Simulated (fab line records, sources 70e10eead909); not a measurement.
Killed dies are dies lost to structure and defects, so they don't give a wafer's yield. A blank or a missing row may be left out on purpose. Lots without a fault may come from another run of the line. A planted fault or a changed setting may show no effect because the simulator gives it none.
fab line records | flow nand_harc
record lots=12 wafers=36 last_day=26
route steps=1159 shown A_M1@1049 A_BONDPAD@1059 END@1159
lots that met no fault: from a run of the same line without faults
start_h: hours from the record's first day to the start of the lot's first wafer shown | wait_h: hours since the lot's step before | " the same as in the row above | L1.1+2: a row that stands for several wafers | - no value, or no start given | * or withheld: withheld | < > ~ a bound
route shown NAME@n: a module of which the file shows steps, and the number in the route of the first | usual: mean/standard deviation of fault-free wafers | same: alike in all rows | chamber/n: place in a boat | sites: the reading at each site | _std_site: their standard deviation | _edge_site: outer sites' mean less inner sites' | radius_mm: how far each site lies from the wafer's centre | mask NAME#n: copy n | behind: the tool/chamber that last shaped the wafer | hold: why the lot was held/for how many hours/how that ended | device: the transistor (n, p or np) that didn't switch | end of line: the same wafers' tests at the end of the route | a step without rows: its recipe alone | killed: dies lost to structure and defects at the first sort, not the wafer's yield | map: a wafer's dies, x killed, . not, _ none there
set.NAME: the setting as run; set.NAME@STEP: as run at that earlier step | model.NAME: the simulator's own value behind a step, which no gauge read
steps of the route over a sample of lots; a table a step, a row a wafer
services: from which hour (start_h, from the record's first day; less than 0 if before it) a tool's chamber was out of use, for how many hours, and why
## steps
# step NHARC_A_M1_PVD_21
# recipe target_thk_a=300 chamber_pressure_pa=5 power_w=5000 substrate_temp_c=30 time_s=20.49 material=Cu
# usual throttle_valve_pct=29.7/0.89
# columns lot.wafer tool chamber start_h wait_h throttle_valve_pct
L498.1 pvd_sputter-02 - - - 30.6
L498.2 " - " " 30.6
L498.4 " - " " 28.1
L499.2 pvd_sputter-02 - - - 30.6
L499.1 " - " " 30.8
L499.3 " - " " 28.3
L496.2 pvd_sputter-02 - - - 30.7
L496.6 " - " " 28.2
L496.5 " - " " 30.7
L500.4 pvd_sputter-01 - - - 28.1
L500.2 " - " " 29.3
L500.6 " - " " 30.0
L501.2 pvd_sputter-02 - - - 30.7
L501.1 " - " " 28.3
L501.4 " - " " 30.7
L502.4 pvd_sputter-01 - - - 29.4
L502.2 " - " " 28.3
L502.1 " - " " 29.4
L505.4 pvd_sputter-02 - - - 30.5
L505.6 " - " " 28.2
L505.5 " - " " 30.9
L506.3 pvd_sputter-03 - - - 29.4
L506.2 " - " " 29.2
L506.5 " - " " 29.4
L509.4 pvd_sputter-03 - - - 29.7
L509.3 " - " " 29.5
L509.5 " - " " 29.3
L514.1 pvd_sputter-02 - - - 30.5
L514.6 " - " " 28.1
L514.5 " - " " 30.4
L515.1 pvd_sputter-01 - - - 29.6
L515.3 " - " " 29.4
L515.5 " - " " 29.9
L519.2 pvd_sputter-03 - - - 29.3
L519.3 " - " " 29.3
L519.6 " - " " 29.6
# step NHARC_A_M1_ANNEAL_31
# recipe temp_c=225 time_s=90
# usual wafer_temp_C_max=226.1/0.38
# columns lot.wafer tool chamber start_h wait_h wafer_temp_C_max
L498.1 rtp_anneal-02 0 405.06 0.3 226.9
L498.2 " 0 " " 227.0
L498.4 " 0 " " 227.0
L499.1 rtp_anneal-01 0 417.85 - 225.9
L499.2 " 0 " " 226.1
L499.3 " 0 " " 226.1
L496.2 rtp_anneal-02 0 418.63 0.4 226.5
L496.5 " 0 " " 226.4
L496.6 " 0 " " 226.4
L500.2 rtp_anneal-02 0 419.55 0.3 226.3
L500.4 " 0 " " 226.0
L500.6 " 0 " " 226.0
L501.1 rtp_anneal-02 0 422.44 0.3 226.0
L501.2 " 0 " " 226.4
L501.4 " 0 " " 226.5
L502.1 rtp_anneal-02 0 466.83 - 226.7
L502.2 " 0 " " 226.1
L502.4 " 0 " " 226.1
L505.4 rtp_anneal-01 0 468.27 - 225.7
L505.5 " 0 " " 225.8
L505.6 " 0 " " 225.8
L506.2 rtp_anneal-01 0 473.44 - 226.2
L506.3 " 0 " " 226.3
L506.5 " 0 " " 226.0
L509.3 rtp_anneal-02 0 498.56 - 226.2
L509.4 " 0 " " 226.6
L509.5 " 0 " " 226.6
L514.1 rtp_anneal-02 0 504.31 0.3 226.1
L514.5 " 0 " " 226.5
L514.6 " 0 " " 226.8
L515.1 rtp_anneal-02 0 508.63 - 225.8
L515.3 " 0 " " 226.0
L515.5 " 0 " " 226.0
L519.2 rtp_anneal-02 0 543.71 - 226.5
L519.3 " 0 " " 226.8
L519.6 " 0 " " 226.0
# step NHARC_A_M1_CMP_23
# recipe t_overpolish_s=20 target_thk_nm=154.34
# usual edge_zone_pressure_frac=0.999/0.0053 motor_current_A=11.9/0.84 slurry_filter_dp_kPa=13.50/0.14 time_to_endpoint_s=28.7/2.6
# columns lot.wafer tool chamber start_h wait_h edge_zone_pressure_frac motor_current_A slurry_filter_dp_kPa time_to_endpoint_s
L498.2 cmp-01 2 405.43 - 1.004 12.5 13.57 29.4
L498.1 " 3 " " 1.001 11.0 13.40 30.7
L498.4 " 0 " " 0.997 12.4 13.39 30.7
L499.3 cmp-04 2 418.20 - 1.004 10.6 13.39 29.5
L499.1 " 3 " " 1.002 11.7 13.58 28.4
L499.2 " 1 " " 0.999 12.8 13.54 27.8
L496.2 cmp-03 3 418.93 - 0.995 12.0 13.55 25.9
L496.6 " 3 " " 1.001 12.0 13.44 25.7
L496.5 " 0 " " 0.995 10.2 13.32 27.1
L500.4 cmp-01 3 419.90 - 1.001 10.9 13.84 27.6
L500.2 " 0 " " 1.004 12.3 13.52 25.9
L500.6 " 2 " " 1.007 13.1 13.34 25.7
L501.2 cmp-04 2 422.79 - 0.992 11.6 13.30 26.3
L501.4 " 3 " " 1.002 11.9 13.69 30.5
L501.1 " 0 " " 1.003 12.9 13.72 25.5
L502.2 cmp-01 3 467.19 - 1.001 11.8 13.20 31.5
L502.1 " 1 " " 1.003 11.6 13.55 30.1
L502.4 " 2 " " 0.994 12.7 13.67 28.5
L505.4 cmp-04 0 468.54 - 0.998 13.0 13.18 24.8
L505.6 " 1 " " 0.997 12.8 13.59 26.4
L505.5 " 2 " " 0.995 11.3 13.42 23.4
L506.3 cmp-04 1 473.73 - 0.991 12.6 13.51 25.1
L506.2 " 0 " " 1.006 12.4 13.55 24.1
L506.5 " 2 " " 0.991 11.0 13.55 25.1
L509.3 cmp-03 0 498.83 - 1.000 10.7 13.24 32.5
L509.4 " 1 " " 0.991 11.3 13.51 32.7
L509.5 " 0 " " 1.003 10.2 13.71 32.1
L514.1 cmp-03 3 504.72 - - - - -
L514.6 " 1 " " - - - -
L514.5 " 2 " " - - - -
L515.3 cmp-04 2 509.01 - - - - -
L515.1 " 3 " " - - - -
L515.5 " 1 " " - - - -
L519.3 cmp-03 3 544.01 - 1.000 11.9 13.34 29.7
L519.2 " 1 " " 0.995 12.2 13.28 30.4
L519.6 " 3 " " 0.996 11.9 13.64 32.9
# step NHARC_A_M1_THK_MEAS_24
# recipe thk_meas_gauge=xrf
# usual thk_nm=154.2/1.8
# columns lot.wafer tool chamber start_h wait_h thk_nm
L498.1 film_metro-01 - 405.72 - 154.9
L498.2 " - " " 154.1
L498.4 " - " " 154.1
L499.1 film_metro-02 - 418.51 - 156.2
L499.2 " - " " 155.5
L499.3 " - " " 153.1
L496.2 film_metro-01 - 419.25 - 153.5
L496.5 " - " " 153.3
L496.6 " - " " 154.7
L500.2 film_metro-01 - 420.19 - 153.6
L500.4 " - " " 158.0
L500.6 " - " " 152.9
L501.1 film_metro-02 - 423.11 - 151.0
L501.2 " - " " 155.7
L501.4 " - " " 154.5
L502.1 film_metro-02 - 467.51 - 154.0
L502.2 " - " " 156.4
L502.4 " - " " 153.7
L505.4 film_metro-01 - 468.77 - 151.8
L505.5 " - " " 155.3
L505.6 " - " " 152.5
L506.2 film_metro-01 - 474.05 - 152.8
L506.3 " - " " 150.2
L506.5 " - " " 152.3
L509.3 film_metro-01 - 499.13 - 152.9
L509.4 " - " " 156.4
L509.5 " - " " 153.9
L514.1 film_metro-01 - 504.97 0.2 400.2
L514.5 " - " " 402.2
L514.6 " - " " 398.8
L515.1 film_metro-02 - 509.30 0.2 390.9
L515.3 " - " " 400.5
L515.5 " - " " 395.4
L519.2 film_metro-02 - 544.32 - 156.5
L519.3 " - " " 154.9
L519.6 " - " " 155.8
# step NHARC_A_BONDPAD_DEP_00
# recipe target_thk_a=2500 temp_c=370 target_thk_nm=250 pressure_torr=3 flow_sccm=200 rf_w=450 material=SiCN
# usual heater_power_w=538/63 showerhead_vpp_V=1301/81
# columns lot.wafer tool chamber start_h wait_h heater_power_w showerhead_vpp_V since_wet_clean_h
L498.2 pecvd-02 0 406.57 - 481 1217 59
L498.1 " 1 " " 451 1322 59
L498.4 " 0 " " 481 1178 -
L499.2 pecvd-03 0 419.53 - 598 1387 114
L499.1 " 1 " " 563 1364 114
L499.3 " 2 " " 590 1310 115
L496.2 pecvd-03 0 420.14 - 570 1380 115
L496.5 " 0 " " 572 1393 -
L496.6 " 1 " " 497 1359 -
L500.2 pecvd-03 1 421.18 - 528 1334 116
L500.4 " 0 " " 573 1377 -
L500.6 " 1 " " 554 1340 -
L501.1 pecvd-02 1 - - 469 1335 77
L501.2 " 2 " " 574 1157 77
L501.4 " 2 " " 579 1176 -
L502.2 pecvd-04 1 - - 687 1305 79
L502.1 " 2 " " 508 1189 79
L502.4 " 0 " " 524 1357 -
L505.4 pecvd-03 0 469.76 - 553 1394 -
L505.5 " 1 " " 546 1342 -
L505.6 " 2 " " 580 1307 -
L506.3 pecvd-04 1 474.92 - 669 1291 85
L506.2 " 2 " " 506 1153 85
L506.5 " 1 " " 664 1302 -
L509.3 pecvd-03 1 500.02 - 564 1347 14
L509.4 " 1 " " 447 1351 -
L509.5 " 2 " " 603 1339 -
L519.2 pecvd-04 0 545.19 - 530 1364 156
L519.3 " 2 " " 492 1172 156
L519.6 " 1 " " 668 1301 -
# step NHARC_END_SORT_01
# recipe temp_c=25
# usual defect_limited_yield=95.3/1.3 killed_at_array=28/9.1 killed_at_other=0.6/0.87 killed_at_periphery=3.4/2.7 killed_dies=32/9 killed_open=3.2/1.9 killed_short=2.0/1.3 sort_bin_2_pct=1.5/0.57 sort_bin_3_pct=0.26/0.22 sort_bin_4_pct=2.9/0.91 sort_n_pass=645/9 sort_rim_yield_pct=93/3.3 sort_yield_pct=95.3/1.3
# same gross_dies=677 sort_bin_5_pct[%]=0 sort_bin_6_pct[%]=0 sort_bin_7_pct[%]=0 sort_bin_8_pct[%]=0 sort_rim_n_gross=106.00
# columns lot.wafer tool chamber start_h wait_h defect_limited_yield[%] killed_at_array killed_at_other killed_at_periphery killed_dies killed_open killed_short sort_bin_2_pct[%] sort_bin_3_pct[%] sort_bin_4_pct[%] sort_n_pass sort_rim_yield_pct[%] sort_yield_pct[%]
L500.2 prober-02 0 468.38 2.8 95.6 28 1 1 30 4 1 1.8 0 2.7 647 94 95.6
L500.4 prober-02 0 469.99 3.4 96.2 22 2 2 26 2 1 0.9 0 3.0 651 95 96.2
L500.6 prober-02 0 471.60 4.0 94.2 33 0 6 39 4 2 1.8 0.30 3.7 638 90 94.2
L506.2 prober-02 0 534.11 2.8 96.8 21 1 0 22 0 3 0.9 0.15 2.2 655 97 96.8
L506.3 prober-02 0 534.90 3.1 95.3 28 0 4 32 1 2 1.2 0.15 3.4 645 94 95.3
L506.5 prober-02 0 536.49 3.7 95.7 26 0 3 29 1 4 1.3 0.15 2.8 648 94 95.7
L514.1 prober-02 0 564.57 2.5 0 673 0 4 677 7 1 96.3 0.15 3.5 0 0 0
L514.5 prober-02 0 567.79 3.7 0 673 1 3 677 3 3 96.6 0.30 3.1 0 0 0
L514.6 prober-02 0 568.59 4.0 0 673 0 4 677 6 0 96.0 0.44 3.5 0 0 0
L509.3 prober-02 0 573.98 3.1 94.5 29 1 7 37 8 5 1.5 0.30 3.7 640 94 94.5
L509.4 prober-02 0 574.78 3.4 93.5 37 2 5 44 1 4 1.5 0.44 4.6 633 95 93.5
L509.5 prober-02 0 575.57 3.7 93.8 35 2 5 42 2 5 2.2 0.59 3.4 635 93 93.8
L515.1 prober-02 0 580.13 2.5 0 672 2 3 677 5 0 96.0 0.44 3.5 0 0 0
L515.3 prober-02 0 581.75 3.1 0 673 0 4 677 5 2 94.1 0.44 5.5 0 0 0
L515.5 prober-02 0 583.36 3.7 0 673 0 4 677 0 3 96.5 0.15 3.4 0 0 0
L519.2 prober-02 0 612.21 2.8 93.5 43 0 1 44 3 4 2.7 0.59 3.2 633 92 93.5
L519.3 prober-02 0 613.02 3.1 94.5 34 0 3 37 4 3 1.6 0.15 3.7 640 92 94.5
L519.6 prober-02 0 615.45 4.1 95.9 25 0 3 28 2 1 0.9 0.15 3.1 649 92 95.9
# killed by level:class
L500.2 A_SLIT:chamber_film_flake=11 A_CHANNEL_HOLE_D1:chamber_film_flake=5 A_CONTACT:geometric_particle:open=3 A_ZERO_WELL:chamber_film_flake=3 A_STAIRCASE:chamber_film_flake=2 A_CHANNEL_FILL_D1:geometric_particle:short=1 A_M1:geometric_particle:open=1 P_ZERO_WELL:chamber_film_flake=1
L500.4 A_SLIT:chamber_film_flake=11 A_WL_FILL:chamber_film_flake=3 A_CHANNEL_HOLE_D1:chamber_film_flake=2 A_STAIRCASE:chamber_film_flake=2 THIN_TSV:chamber_film_flake=2 P_M0:geometric_particle:open=1 A_CHANNEL_FILL_D1:geometric_particle:open=1 A_CONTACT:geometric_particle:short=1
L500.6 A_SLIT:chamber_film_flake=13 A_CHANNEL_HOLE_D1:chamber_film_flake=5 A_STAIRCASE:chamber_film_flake=5 P_M2:chamber_film_flake=3 A_CONTACT:geometric_particle:open=2 A_ZERO_WELL:chamber_film_flake=2 A_WL_FILL:chamber_film_flake=2 A_CONTACT:chamber_film_flake=2
L506.2 A_SLIT:chamber_film_flake=12 A_CHANNEL_HOLE_D1:chamber_film_flake=4 A_STAIRCASE:chamber_film_flake=2 A_SOURCE_PLATE:geometric_particle:short=1 A_CONTACT:geometric_particle:short=1 STARTING-WAFER:geometric_particle:short=1 A_WL_FILL:chamber_film_flake=1
L506.3 A_SLIT:chamber_film_flake=14 A_CHANNEL_HOLE_D1:chamber_film_flake=10 P_M0:chamber_film_flake=2 P_M0:geometric_particle:open=1 A_CHANNEL_FILL_D1:geometric_particle:short=1 A_BLC:geometric_particle:short=1 P_GATE:chamber_film_flake=1 A_WL_FILL:chamber_film_flake=1
L506.5 A_CHANNEL_HOLE_D1:chamber_film_flake=12 A_SLIT:chamber_film_flake=8 A_CHANNEL_FILL_D1:geometric_particle:short=2 P_GATE:chamber_film_flake=2 A_SGD_CUT:geometric_particle:short=1 A_WL_FILL:geometric_particle:open=1 A_M0:geometric_particle:short=1 P_BONDPAD:chamber_film_flake=1
L514.1 A_M1:area_cmp=638 A_SLIT:chamber_film_flake=21 A_CHANNEL_HOLE_D1:chamber_film_flake=9 P_GATE:geometric_particle:open=1 P_M0:geometric_particle:open=1 P_M0:geometric_particle:short=1 P_M1:geometric_particle:open=1 A_ONON_D1:geometric_particle:open=1
L514.5 A_M1:area_cmp=638 A_CHANNEL_HOLE_D1:chamber_film_flake=14 A_SLIT:chamber_film_flake=13 A_STAIRCASE:chamber_film_flake=2 P_M0:geometric_particle:short=1 P_M1:geometric_particle:short=1 A_ONON_D1:geometric_particle:open=1 A_CHANNEL_HOLE_D1:geometric_particle:open=1
L514.6 A_M1:area_cmp=637 A_SLIT:chamber_film_flake=18 A_CHANNEL_FILL_D1:chamber_film_flake=6 A_CHANNEL_HOLE_D1:chamber_film_flake=4 A_ZERO_WELL:chamber_film_flake=3 P_M0:geometric_particle:open=2 A_CONTACT:geometric_particle:open=2 P_GATE:geometric_particle:open=1
L509.3 A_SLIT:chamber_film_flake=9 P_M0:chamber_film_flake=3 A_STAIRCASE:chamber_film_flake=3 A_CONTACT:chamber_film_flake=3 A_BONDPAD:chamber_film_flake=3 P_CONTACT:geometric_particle:open=2 A_BLC:geometric_particle:open=2 A_M0:geometric_particle:open=2
L509.4 A_SLIT:chamber_film_flake=14 A_CHANNEL_HOLE_D1:chamber_film_flake=8 A_BONDPAD:chamber_film_flake=5 P_M0:chamber_film_flake=4 A_STAIRCASE:chamber_film_flake=3 A_CONTACT:chamber_film_flake=2 THIN_TSV:chamber_film_flake=2 P_CONTACT:geometric_particle:short=1
L509.5 A_SLIT:chamber_film_flake=14 A_CHANNEL_HOLE_D1:chamber_film_flake=4 P_M0:chamber_film_flake=3 A_STAIRCASE:chamber_film_flake=3 A_BONDPAD:chamber_film_flake=3 A_WL_FILL:geometric_particle:short=2 A_WL_FILL:chamber_film_flake=2 A_CONTACT:chamber_film_flake=2
L515.1 A_M1:area_cmp=632 A_CHANNEL_HOLE_D1:chamber_film_flake=12 A_SLIT:chamber_film_flake=11 A_STAIRCASE:chamber_film_flake=8 A_CONTACT:chamber_film_flake=6 STARTING-WAFER:geometric_particle:open=2 P_GATE:geometric_particle:open=1 A_CONTACT:geometric_particle:open=1
L515.3 A_M1:area_cmp=619 A_CHANNEL_HOLE_D1:chamber_film_flake=17 A_SLIT:chamber_film_flake=16 A_STAIRCASE:chamber_film_flake=6 A_CONTACT:chamber_film_flake=5 A_ONON_D1:geometric_particle:open=3 P_BONDPAD:chamber_film_flake=3 A_CHANNEL_FILL_D1:geometric_particle:short=2
L515.5 A_M1:area_cmp=629 A_SLIT:chamber_film_flake=17 A_CHANNEL_HOLE_D1:chamber_film_flake=11 A_STAIRCASE:chamber_film_flake=7 A_CONTACT:chamber_film_flake=4 P_GATE:chamber_film_flake=2 A_CHANNEL_FILL_D1:chamber_film_flake=2 P_M0:geometric_particle:short=1
L519.2 A_SLIT:chamber_film_flake=21 A_CHANNEL_HOLE_D1:chamber_film_flake=10 A_CHANNEL_FILL_D1:geometric_particle:short=2 A_CONTACT:geometric_particle:open=2 A_ZERO_WELL:chamber_film_flake=2 A_CONTACT:chamber_film_flake=2 A_SOURCE_PLATE:geometric_particle:short=1 A_CHANNEL_FILL_D1:geometric_particle:open=1
L519.3 A_SLIT:chamber_film_flake=16 A_CHANNEL_HOLE_D1:chamber_film_flake=8 A_CONTACT:chamber_film_flake=4 A_CONTACT:geometric_particle:open=2 P_GATE:geometric_particle:open=1 P_GATE:geometric_particle:short=1 A_ONON_D1:geometric_particle:short=1 A_CHANNEL_FILL_D1:geometric_particle:open=1
L519.6 A_SLIT:chamber_film_flake=15 A_CHANNEL_HOLE_D1:chamber_film_flake=5 A_CONTACT:chamber_film_flake=3 A_CHANNEL_FILL_D1:geometric_particle:open=2 P_GATE:chamber_film_flake=2 P_M0:geometric_particle:short=1
## services
# columns tool chamber start_h hours kind
pvd_sputter-02 - 392.01 10.0 pm
cmp-04 - 399.01 4.0 pm
cmp-04 - 403.01 - consumable_replace:conditioner
cmp-04 - 403.01 - consumable_replace:pad
cmp-04 - 411.80 1.7 repair
cmp-03 - 413.43 0.9 repair
cmp-03 - 426.52 0.7 repair
cmp-03 - 440.84 1.4 repair
cmp-03 - 449.74 1.9 repair
pecvd-02 - 451.10 0.7 repair
cmp-03 - 453.44 6.5 repair
pvd_sputter-03 - 458.04 10.0 pm
cmp-03 - 459.94 4.0 pm
pecvd-03 - 473.12 13.0 pm
pecvd-03 0 473.12 13.0 vent_cycle
cmp-01 - 473.50 4.0 pm
pvd_sputter-02 - 473.60 1.8 repair
cmp-04 - 474.81 1.0 repair
pecvd-02 - 478.03 1.2 repair
cmp-04 - 483.77 4.2 repair
cmp-04 - 497.01 4.0 pm
pvd_sputter-01 - 514.00 10.0 pm
pecvd-02 - 515.49 13.0 pm
cmp-01 - 535.39 1.0 repair
## key
first_sign step=NHARC_A_M1_CMP_23 reading=tool_record direction=missing
effect step=NHARC_A_M1_THK_MEAS_24 reading=thk_nm direction=up sigmas=99+ usual=154.2 struck=398.0
effect step=NHARC_END_SORT_01 reading=sort_bin_2_pct direction=up sigmas=99+ usual=1.5 struck=95.9
more_kills_born_at NHARC_A_M1_CMP_23@cmp-03=1913 NHARC_A_M1_CMP_23@cmp-04=1880
met_at NHARC_A_M1_CMP_23
struck_lots L514,L515
later_rows_left_out L514.1,L514.5,L514.6,L515.1,L515.3,L515.5
not_acting_at NHARC_A_M1_PVD_21,NHARC_A_M1_ANNEAL_31,NHARC_A_BONDPAD_DEP_00
onset_between 498.83 504.72
fault kind=skipped_step_whole tool=cmp-03,cmp-04 chamber=- onset_h=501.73 steps=NHARC_A_M1_CMP_23 scope=struck_lots_only
# later_rows_left_out: the simulator's readings of these wafers behind a module that went badly wrong aren't trusted and aren't shown, but for the sort
